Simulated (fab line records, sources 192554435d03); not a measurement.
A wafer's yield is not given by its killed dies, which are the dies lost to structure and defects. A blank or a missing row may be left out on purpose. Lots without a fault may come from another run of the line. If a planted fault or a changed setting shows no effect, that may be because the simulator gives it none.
fab line records    flow n5_finfet
record: lots: 5  wafers: 14  last_day: 21
route steps=1938 shown BEOL_M6@1228 PASSIVATION@1936
lots untouched by any fault: they come from a run of this same line in which no faults occurred
start_h: start of the lot's first displayed wafer, in hours after the record's first day    wait_h: time in hours since the lot's previous step    " the same as in the row above    L1.1+2: several wafers, shown together as one row    - no value, or no start given    * or withheld: withheld    < > ~ a bound
route shown NAME@n: names a module that has steps shown in the file, with the first one's number in the route    usual: mean and standard deviation over wafers with no fault    same: alike in all rows    chamber/n: place in a boat    sites: per-site readings    _std_site: the values' standard deviation    _edge_site: inner sites' mean taken away from outer sites' mean    radius_mm: for every site, how far away it sits from the centre of the wafer    mask NAME#n: copy n    behind: the tool/chamber that last shaped the wafer    hold: the reason the lot was held/the length of the hold in hours/how it ended    device: transistor that didn't switch, given as n, p or np    end of line: tests of these same wafers at the route's end    a step with no rows: only its recipe    killed: not the wafer's yield, but the dies lost to structure and defects at the first sort    map: dies across one wafer; x = killed, . = not, _ = none there
set.NAME: the setting the step ran with; set.NAME@STEP: the setting that earlier step ran with    model.NAME: the simulator's own value behind a step, which no gauge read
certain route steps with their lots: each step a table, each wafer a row
services: when a tool's chamber went out of use (start_h, in hours from the record's first day, below 0 if earlier), for how many hours, and the reason
== steps ==
step: N5_BEOL_M6_OVL_MEAS_29
recipe: points_per_wafer: 522
usual: V5_OVL: 0.3/0.71
lot.wafer  tool        chamber  start_h  wait_h  V5_OVL[nm]
L909.1     overlay-02  0        291.11   0.0     -0.5
L909.2     "           0        "        "       1.0
L909.6     "           0        "        "       0.6
L914.1     overlay-02  0        298.01   0.0     0.0
L914.5     "           0        "        "       0.2
L914.6     "           0        "        "       -0.9
L921.1     overlay-01  0        343.78   0.0     0.7
L921.2     "           0        "        "       -0.3
L921.4     "           0        "        "       -0.6
L926.2     overlay-02  0        366.15   0.0     0.3
L926.3     "           0        "        "       0.7
L932.1     overlay-02  0        419.32   0.0     0.9
L932.4     "           0        "        "       0.0
L932.5     "           0        "        "       0.6
step: N5_BEOL_M6_INSPECT_30
recipe: mode: adi  inspect_instrument: brightfield
usual: raw_defect_count: 419/110
lot.wafer  tool               chamber  start_h  wait_h  raw_defect_count
L909.1     defect_inspect-02  -        291.17   0.1     340
L909.2     "                  -        "        "       371
L909.6     "                  -        "        "       390
L914.1     defect_inspect-02  -        298.07   0.1     457
L914.5     "                  -        "        "       370
L914.6     "                  -        "        "       452
L921.1     defect_inspect-02  -        343.84   0.1     284
L921.2     "                  -        "        "       256
L921.4     "                  -        "        "       292
L926.2     defect_inspect-02  -        366.21   0.0     434
L926.3     "                  -        "        "       622
L932.1     defect_inspect-01  -        419.38   0.1     433
L932.4     "                  -        "        "       559
L932.5     "                  -        "        "       392
step: N5_BEOL_M6_DESCUM_33
recipe: chemistry: O2  time_s: 7  source_power_w: 50  bias_power_w: 20  pressure_mtorr: 20  rf_frequency_hz: 2.712e+07  temp_c: 40  resist: CAR-EUV  o2_flow_sccm: 225
step: N5_BEOL_M6_ETCH_72
recipe: chemistry: N2/H2  target: underlayer  target_depth_a: 65  mask_material: CAR-EUV  time_s: 5.2  ion_energy_ev: 200  pressure_mtorr: 30  source_w: 840  bias_w: 150  n2_flow_sccm: 200  h2_flow_sccm: 200  ends: cleared
step: N5_BEOL_M6_ETCH_65
recipe: chemistry: CF4  target: SiARC  target_depth_a: 156  mask_material: CAR-EUV  time_s: 26  ion_energy_ev: 80  pressure_mtorr: 40  source_w: 545  bias_w: 36  Ar_flow_sccm: 100  cf4_flow_sccm: 100  ends: cleared
usual: chamber_pressure_mTorr: 40.00/0.039  drypump_motor_current_A: 6.0/0.39  etch_rf_on_time_s: 26.0/0.72  oes_product_au: 0.67/0.057  rf_fwd_power_W: 532.3/1.9  rf_vpp_V: 184.5/1  showerhead_plenum_p_Torr: 2.18/0.061  throttle_valve_pct: 15.54/0.12
lot.wafer  tool         chamber  start_h  wait_h  chamber_pressure_mTorr  drypump_motor_current_A  etch_rf_on_time_s  oes_product_au  rf_fwd_power_W  rf_hours_counter_h  rf_vpp_V  showerhead_plenum_p_Torr  throttle_valve_pct
L909.1     rie_diel-01  2        291.25   0.0     40.05                   5.6                      25.6               0.60            528.3           223                 183.8     2.12                      15.61
L909.2     "            3        "        "       40.00                   6.4                      27.6               0.59            533.4           213                 183.6     2.11                      15.48
L909.6     "            0        "        "       40.07                   6.2                      26.5               0.67            532.7           -                   186.5     2.24                      15.57
L914.1     rie_diel-01  0        298.73   0.0     40.04                   6.2                      26.1               0.66            531.0           125                 185.5     2.24                      15.58
L914.5     "            2        "        "       40.04                   5.5                      25.8               0.60            532.1           -                   182.9     2.12                      15.61
L914.6     "            1        "        "       39.98                   5.9                      26.0               0.78            534.5           -                   184.1     2.11                      15.50
L921.1     rie_diel-01  0        343.98   0.0     39.97                   6.2                      26.2               0.65            534.8           143                 185.7     2.23                      15.62
L921.2     "            3        "        "       40.02                   6.4                      27.6               0.57            532.2           236                 183.6     2.10                      15.53
L921.4     "            2        "        "       39.97                   5.6                      26.1               0.59            531.5           246                 184.0     2.11                      15.65
L926.2     rie_diel-05  2        366.36   0.0     40.01                   5.8                      26.6               0.66            531.1           119                 183.8     2.15                      15.56
L926.3     "            1        "        "       40.00                   6.2                      26.0               0.70            531.7           91                  185.9     2.25                      15.73
L932.1     rie_diel-05  1        419.47   0.0     40.06                   6.2                      25.9               0.67            528.7           110                 185.7     2.24                      15.75
L932.4     "            3        "        "       39.96                   6.7                      25.3               0.67            532.6           115                 185.6     2.23                      15.48
L932.5     "            1        "        "       39.99                   6.2                      25.8               0.67            531.6           -                   185.9     2.24                      15.78
step: N5_BEOL_M6_ETCH_66
recipe: chemistry: N2/H2  target: SOC  target_depth_a: 800  overetch_a: 160  mask_material: SiARC  temp_c: 40  time_s: 120  ion_energy_ev: 200  pressure_mtorr: 30  source_w: 840  bias_w: 150  n2_flow_sccm: 200  h2_flow_sccm: 200
usual: chamber_pressure_mTorr: 29.999/0.023  drypump_motor_current_A: 6.0/0.4  oes_product_au: 0.60/0.046  rf_fwd_power_W: 835.4/2.8  rf_vpp_V: 525.3/2.4  showerhead_plenum_p_Torr: 2.59/0.079  throttle_valve_pct: 17.79/0.25
lot.wafer  tool         chamber  start_h  wait_h  chamber_pressure_mTorr  drypump_motor_current_A  oes_product_au  rf_fwd_power_W  rf_hours_counter_h  rf_vpp_V  showerhead_plenum_p_Torr  throttle_valve_pct
L909.1     rie_diel-01  2        291.28   0.0     30.005                  5.6                      0.54            833.1           223                 522.4     2.52                      17.78
L909.2     "            3        "        "       30.028                  6.4                      0.54            830.3           213                 523.0     2.51                      17.66
L909.6     "            0        "        "       29.993                  6.2                      0.61            833.8           -                   528.3     2.70                      18.05
L914.1     rie_diel-01  0        298.76   0.0     30.033                  6.2                      0.60            839.2           125                 527.3     2.70                      18.06
L914.5     "            2        "        "       29.987                  5.5                      0.54            834.7           -                   522.0     2.52                      17.79
L914.6     "            1        "        "       30.001                  6.0                      0.69            835.2           -                   523.2     2.48                      17.76
L921.1     rie_diel-01  0        344.01   0.0     30.002                  6.2                      0.59            835.5           143                 525.3     2.69                      18.10
L921.2     "            3        "        "       29.979                  6.4                      0.53            829.5           236                 523.3     2.50                      17.70
L921.4     "            2        "        "       30.014                  5.6                      0.53            835.8           246                 522.5     2.51                      17.80
L926.2     rie_diel-05  2        366.38   0.0     29.963                  5.8                      0.60            832.7           119                 524.9     2.56                      17.80
L926.3     "            1        "        "       30.037                  6.2                      0.62            835.5           91                  527.3     2.69                      18.16
L932.1     rie_diel-05  1        419.50   0.0     29.987                  6.2                      0.60            838.0           111                 527.9     2.68                      18.20
L932.4     "            3        "        "       29.942                  6.8                      0.59            835.5           115                 528.1     2.65                      17.56
L932.5     "            1        "        "       29.989                  6.2                      0.60            832.6           -                   526.7     2.68                      18.19
step: N5_BEOL_M6_STRIP_69
recipe: chemistry: N2/H2  temp_c: 40  n2_flow_sccm: 200  h2_flow_sccm: 200  rf_frequency_hz: 6e+07
step: N5_BEOL_M6_STRIP_73
recipe: chemistry: N2/H2  temp_c: 40  n2_flow_sccm: 200  h2_flow_sccm: 200  rf_frequency_hz: 6e+07
step: N5_BEOL_M6_VIA_ETCH_34
recipe: chemistry: C4F6/O2  target: SiCOH_lowk  target_depth_a: 1263  mask_material: SOC  taper_deg: 4  time_s: 50.9  ion_energy_ev: 250  pressure_mtorr: 30  source_w: 345  bias_w: 185  Ar_flow_sccm: 300  C4F6_flow_sccm: 10  O2_flow_sccm: 10
usual: C4F6_flow_sccm: 10.000/0.028  chamber_pressure_mTorr: 30.001/0.028  drypump_motor_current_A: 6.0/0.4  oes_product_au: 0.79/0.066  rf_fwd_power_W: 341.2/1.7  rf_vpp_V: 670/20  showerhead_plenum_p_Torr: 2.90/0.097  throttle_valve_pct: 20.82/0.17
lot.wafer  tool         chamber  start_h  wait_h  C4F6_flow_sccm  chamber_pressure_mTorr  drypump_motor_current_A  oes_product_au  rf_fwd_power_W  rf_hours_counter_h  rf_vpp_V  showerhead_plenum_p_Torr  throttle_valve_pct
L909.1     rie_diel-01  2        291.38   0.0     9.995           30.043                  5.6                      0.71            341.6           223                 680       2.82                      20.78
L909.2     "            3        "        "       10.028          29.993                  6.4                      0.70            336.8           213                 677       2.80                      20.61
L909.6     "            0        "        "       9.994           30.041                  6.2                      0.78            344.4           -                   655       3.01                      21.03
L914.1     rie_diel-01  0        298.86   0.0     9.980           29.996                  6.2                      0.77            342.2           125                 657       3.01                      21.04
L914.5     "            2        "        "       9.944           30.038                  5.6                      0.70            343.8           -                   680       2.82                      20.79
L914.6     "            1        "        "       10.001          30.007                  5.9                      0.91            342.8           -                   674       2.77                      20.71
L921.1     rie_diel-01  0        344.11   0.0     9.990           30.017                  6.2                      0.76            343.3           143                 656       3.00                      21.06
L921.2     "            3        "        "       10.005          30.025                  6.4                      0.69            339.4           236                 677       2.79                      20.62
L921.4     "            2        "        "       10.034          29.973                  5.5                      0.69            341.3           246                 679       2.81                      20.84
L926.2     rie_diel-05  2        366.48   0.0     9.984           29.992                  5.8                      0.77            341.1           119                 667       2.84                      20.71
L926.3     "            1        "        "       10.029          29.985                  6.2                      0.82            343.2           91                  705       2.98                      21.05
L932.1     rie_diel-05  1        419.60   0.0     9.984           29.996                  6.2                      0.81            341.8           111                 703       2.97                      21.08
L932.4     "            3        "        "       10.016          29.979                  6.7                      0.78            342.8           115                 663       3.00                      20.92
L932.5     "            1        "        "       10.000          29.960                  6.2                      0.81            341.1           -                   704       2.97                      21.08
step: N5_BEOL_M6_STRIP_76
recipe: chemistry: C4F6/O2  resist: SiARC  rf_frequency_hz: 6e+07
step: N5_BEOL_M6_STRIP_36
recipe: chemistry: N2/H2  power_w: 450  temp_c: 40  pressure_mtorr: 20  rf_frequency_hz: 6e+07  overash_fraction: 0.3  bias_power_w: 7  h2_frac: 0.5  n2_flow_sccm: 200  h2_flow_sccm: 200
step: N5_BEOL_M6_TRENCH_ETCH_37
recipe: chemistry: C4F6/O2  target_depth_a: 944.35  target: SiCOH_lowk  time_s: 31.5  ion_energy_ev: 250  pressure_mtorr: 30  source_w: 345  bias_w: 185  Ar_flow_sccm: 300  C4F6_flow_sccm: 10  O2_flow_sccm: 10
usual: C4F6_flow_sccm: 10.00/0.031  chamber_pressure_mTorr: 29.999/0.028  drypump_motor_current_A: 6.0/0.39  oes_product_au: 0.79/0.067  rf_fwd_power_W: 339.8/1.8  rf_vpp_V: 670/20  showerhead_plenum_p_Torr: 2.90/0.097  throttle_valve_pct: 20.85/0.17
lot.wafer  tool         chamber  start_h  wait_h  C4F6_flow_sccm  chamber_pressure_mTorr  drypump_motor_current_A  oes_product_au  rf_fwd_power_W  rf_hours_counter_h  rf_vpp_V  showerhead_plenum_p_Torr  throttle_valve_pct
L909.1     rie_diel-01  2        -        -       10.00           29.960                  5.6                      0.70            339.2           223                 681       2.82                      20.81
L909.2     "            3        "        "       10.00           29.973                  6.4                      0.69            335.3           213                 678       2.80                      20.62
L909.6     "            0        "        "       10.02           30.012                  6.2                      0.78            341.5           -                   657       3.01                      21.06
L914.1     rie_diel-01  0        -        -       10.03           29.991                  6.2                      0.77            342.0           125                 657       3.01                      21.07
L914.5     "            2        "        "       10.03           30.019                  5.5                      0.70            341.1           -                   680       2.82                      20.84
L914.6     "            1        "        "       10.04           29.995                  6.0                      0.92            341.5           -                   674       2.77                      20.76
L921.1     rie_diel-01  0        -        -       10.01           30.001                  6.2                      0.76            342.3           143                 658       3.00                      21.11
L921.2     "            3        "        "       10.00           30.002                  6.4                      0.68            338.7           236                 677       2.79                      20.66
L921.4     "            2        "        "       9.99            29.957                  5.5                      0.68            341.4           246                 679       2.81                      20.83
L926.2     rie_diel-05  2        -        -       10.03           29.978                  5.7                      0.77            338.7           119                 668       2.84                      20.75
L926.3     "            1        "        "       10.03           29.980                  6.2                      0.82            339.8           91                  705       2.98                      21.06
L932.1     rie_diel-05  1        -        -       9.99            29.989                  6.2                      0.80            339.7           111                 704       2.97                      21.09
L932.4     "            3        "        "       10.07           30.013                  6.7                      0.77            341.7           115                 665       3.00                      20.97
L932.5     "            1        "        "       10.03           29.976                  6.2                      0.80            339.1           -                   706       2.97                      21.10
step: N5_BEOL_M6_ETCH_41
recipe: chemistry: CH3F/O2  target: SiCN  target_depth_a: 297  taper_deg: 2  time_s: 52  ion_energy_ev: 120  mask_material: TiN  pressure_mtorr: 30  source_w: 395  bias_w: 75  Ar_flow_sccm: 150  CH3F_flow_sccm: 30  O2_flow_sccm: 20
usual: chamber_pressure_mTorr: 30.000/0.027  drypump_motor_current_A: 6.0/0.4  oes_product_au: 0.79/0.066  rf_fwd_power_W: 390.8/2  rf_vpp_V: 298.1/1.5  showerhead_plenum_p_Torr: 2.04/0.069  throttle_valve_pct: 16.24/0.13
lot.wafer  tool         chamber  start_h  wait_h  chamber_pressure_mTorr  drypump_motor_current_A  oes_product_au  rf_fwd_power_W  rf_hours_counter_h  rf_vpp_V  showerhead_plenum_p_Torr  throttle_valve_pct  model.etch.depth_nm
L909.1     rie_diel-01  2        291.51   -       30.049                  5.5                      0.70            391.5           223                 297.4     1.98                      16.29               19.67
L909.2     "            3        "        "       29.948                  6.4                      0.69            387.4           213                 297.8     1.97                      16.14               19.13
L909.6     "            0        "        "       29.981                  6.2                      0.78            391.2           -                   298.1     2.11                      16.36               19.42
L914.1     rie_diel-01  0        298.98   -       30.050                  6.2                      0.76            392.9           125                 300.2     2.11                      16.37               19.44
L914.5     "            2        "        "       29.958                  5.6                      0.71            388.6           -                   297.1     1.98                      16.29               19.96
L914.6     "            1        "        "       30.015                  5.9                      0.92            393.7           -                   296.8     1.95                      16.11               20.09
L921.1     rie_diel-01  0        344.23   -       29.991                  6.2                      0.98            392.0           143                 300.3     2.11                      16.41               28.79
L921.2     "            3        "        "       30.004                  6.4                      0.68            387.7           236                 297.4     1.96                      16.18               19.07
L921.4     "            2        "        "       29.969                  5.5                      0.69            389.7           246                 298.3     1.97                      16.34               19.83
L926.2     rie_diel-05  2        366.61   -       30.012                  5.7                      0.78            389.9           119                 298.5     1.99                      16.17               19.27
L926.3     "            1        "        "       29.968                  6.2                      0.83            390.8           91                  298.9     2.10                      16.45               20.21
L932.1     rie_diel-05  1        419.73   -       30.023                  6.2                      0.80            388.4           111                 299.7     2.09                      16.46               19.97
L932.4     "            3        "        "       30.024                  6.7                      0.77            392.0           115                 298.7     2.11                      16.29               19.76
L932.5     "            1        "        "       29.970                  6.2                      0.81            388.5           -                   298.6     2.09                      16.46               20.09
step: N5_BEOL_M6_STRIP_80
recipe: chemistry: N2/H2  time_s: 10  power_w: 450  temp_c: 40  pressure_mtorr: 20  rf_frequency_hz: 6e+07  bias_power_w: 7  n2_flow_sccm: 200  h2_flow_sccm: 200
usual: chamber_pressure_mTorr: 20.000/0.018  drypump_motor_current_A: 6.0/0.4  oes_product_au: 0.79/0.064  rf_vpp_V: 59.3/0.9  showerhead_plenum_p_Torr: 2.59/0.08  throttle_valve_pct: 23.7/0.43
lot.wafer  tool         chamber  start_h  wait_h  chamber_pressure_mTorr  drypump_motor_current_A  oes_product_au  rf_hours_counter_h  rf_vpp_V  showerhead_plenum_p_Torr  throttle_valve_pct
L909.1     rie_diel-01  2        -        -       20.009                  5.6                      0.70            223                 60.3      2.52                      23.4
L909.2     "            3        "        "       19.978                  6.4                      0.71            213                 61.0      2.51                      23.3
L909.6     "            0        "        "       19.993                  6.2                      0.77            -                   60.5      2.69                      24.1
L914.1     rie_diel-01  0        -        -       20.037                  6.2                      0.78            125                 58.8      2.69                      24.1
L914.5     "            2        "        "       19.962                  5.5                      0.71            -                   58.1      2.52                      23.4
L914.6     "            1        "        "       20.011                  5.9                      0.92            -                   58.3      2.48                      23.8
L921.1     rie_diel-01  0        -        -       19.981                  6.2                      0.76            143                 60.1      2.68                      24.1
L921.2     "            3        "        "       20.054                  6.4                      0.70            236                 59.6      2.50                      23.4
L921.4     "            2        "        "       20.026                  5.5                      0.69            246                 58.8      2.51                      23.5
L926.2     rie_diel-05  2        -        -       20.006                  5.8                      0.77            119                 58.4      2.56                      23.7
L926.3     "            1        "        "       19.958                  6.2                      0.82            91                  59.0      2.69                      24.4
L932.1     rie_diel-05  1        -        -       20.021                  6.2                      0.80            111                 59.7      2.68                      24.4
L932.4     "            3        "        "       20.019                  6.8                      0.76            115                 60.2      2.64                      23.3
L932.5     "            1        "        "       19.991                  6.2                      0.80            -                   59.7      2.68                      24.4
step: N5_PASSIVATION_PROBE_49
usual: defect_limited_yield: 91.1/1.4  killed_at_M0_to_M3: 34/9.6  killed_at_M4_up: 15/5.3  killed_at_contacts: 12/6.1  killed_at_front_end: 40/11  killed_at_other: 3.5/2.8  killed_dies: 105/17  killed_open: 70/12  killed_short: 34/7.7  sort_bin_4_leakage: 0.01/0.07  sort_bin_5_function: 5.2/0.97  sort_bin_6_memory: 3.4/0.62  sort_n_pass: 1075/17  sort_yield_pct: 91.1/1.4
same: gross_dies: 1180  killed_at_back_side: 0  sort_bin_8_speed[%]: 0
lot.wafer  tool       chamber  start_h  wait_h  defect_limited_yield[%]  killed_at_M0_to_M3  killed_at_M4_up  killed_at_contacts  killed_at_front_end  killed_at_other  killed_dies  killed_open  killed_short  sort_bin_4_leakage[%]  sort_bin_5_function[%]  sort_bin_6_memory[%]  sort_n_pass  sort_yield_pct[%]
L914.1     prober-01  -        403.39   0.0     89.0                     31                  20               16                  58                   5                130          88           40            0                      6.0                     4.5                   1050         89.0
L914.5     prober-01  -        403.59   0.2     91.5                     21                  5                12                  61                   1                100          65           35            0                      5.3                     2.9                   1080         91.5
L914.6     prober-01  -        403.64   0.3     91.5                     31                  15               12                  39                   3                100          66           32            0                      4.3                     4.1                   1080         91.5
L921.1     prober-01  -        433.44   0.0     91.9                     29                  17               10                  36                   3                95           71           24            0                      4.3                     3.6                   1085         91.9
L921.2     prober-01  -        433.49   0.1     90.8                     30                  14               31                  32                   1                108          80           28            0                      5.4                     3.1                   1072         90.8
L921.4     prober-01  -        433.59   0.2     93.7                     35                  14               9                   16                   0                74           57           15            0                      3.7                     2.2                   1106         93.7
killed by level:class
L914.1 FIN_SAQP:geometric_particle:open=24 MOL_CONTACT_COAG:geometric_particle:open=14 FIN_SAQP:geometric_particle:short=12 BEOL_M2:geometric_particle:open=9 BEOL_M0_SAQP:geometric_particle:open=7 ILD0:geometric_particle:short=5 BEOL_M5:geometric_particle:open=5 STARTING-WAFER:geometric_particle:open=4
L914.5 FIN_SAQP:geometric_particle:open=28 FIN_SAQP:geometric_particle:short=10 MOL_CONTACT_COAG:geometric_particle:open=10 BEOL_M3:geometric_particle:short=5 BEOL_M3:geometric_particle:open=5 STARTING-WAFER:geometric_particle:short=5 ILD0:geometric_particle:short=4 ILD0:geometric_particle:open=3
L914.6 FIN_SAQP:geometric_particle:open=15 MOL_CONTACT_COAG:geometric_particle:open=10 BEOL_M1:geometric_particle:open=8 FIN_SAQP:geometric_particle:short=7 BEOL_M0_SAQP:geometric_particle:open=5 BEOL_M3:geometric_particle:short=5 BEOL_M4:geometric_particle:open=5 STI_FIN_REVEAL:geometric_particle:open=4
L921.1 STI_FIN_REVEAL:geometric_particle:open=11 BEOL_M3:geometric_particle:open=10 MOL_CONTACT_COAG:geometric_particle:open=8 BEOL_M4:geometric_particle:open=7 BEOL_M1:geometric_particle:open=7 FIN_SAQP:geometric_particle:open=4 GATE_CUT:geometric_particle:short=4 GATE_CUT:geometric_particle:open=4
L921.2 MOL_CONTACT_COAG:geometric_particle:open=28 BEOL_M3:geometric_particle:open=15 BEOL_M4:geometric_particle:open=9 GATE_CUT:geometric_particle:short=7 STI_FIN_REVEAL:geometric_particle:open=6 GATE_CUT:geometric_particle:open=5 STARTING-WAFER:geometric_particle:short=5 BEOL_M0_SAQP:geometric_particle:open=4
L921.4 BEOL_M3:geometric_particle:open=15 BEOL_M4:geometric_particle:open=9 MOL_CONTACT_COAG:geometric_particle:open=8 BEOL_M2:geometric_particle:open=8 BEOL_M3:geometric_particle:short=5 STARTING-WAFER:geometric_particle:open=4 FIN_SAQP:geometric_particle:open=2 FIN_SAQP:geometric_particle:short=2
== services ==
tool         chamber  start_h  hours  kind
rie_diel-01  1        271.01   14.9   repair
rie_diel-01  1        310.36   2.1    repair
rie_diel-01  2        354.43   -      clean
rie_diel-01  2        354.43   -      consumable_replace:focus_ring
rie_diel-01  2        354.43   23.2   scheduled_down
rie_diel-01  2        354.43   23.2   vent_cycle
rie_diel-05  0        359.21   8.0    repair
rie_diel-01  3        377.91   -      clean
rie_diel-01  3        377.91   -      consumable_replace:focus_ring
rie_diel-01  3        377.91   30.8   scheduled_down
rie_diel-01  3        377.91   30.8   vent_cycle
rie_diel-05  -        410.63   0.9    repair
== key ==
first_sign none at tools or gauges
model_effect: step: N5_BEOL_M6_ETCH_41  value: etch.depth_nm  without: 19.49  struck: 28.79
met_at N5_BEOL_M6_ETCH_41
struck_wafers L921.1
onset_between 298.98 344.23
fault: kind: process_parameter_drift  tool: rie_diel-01  chamber: -  onset_h: 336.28  steps: N5_BEOL_M6_ETCH_41  channel: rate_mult  offset: 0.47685  shape: step  end_h: 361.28  scope: struck_wafers_only
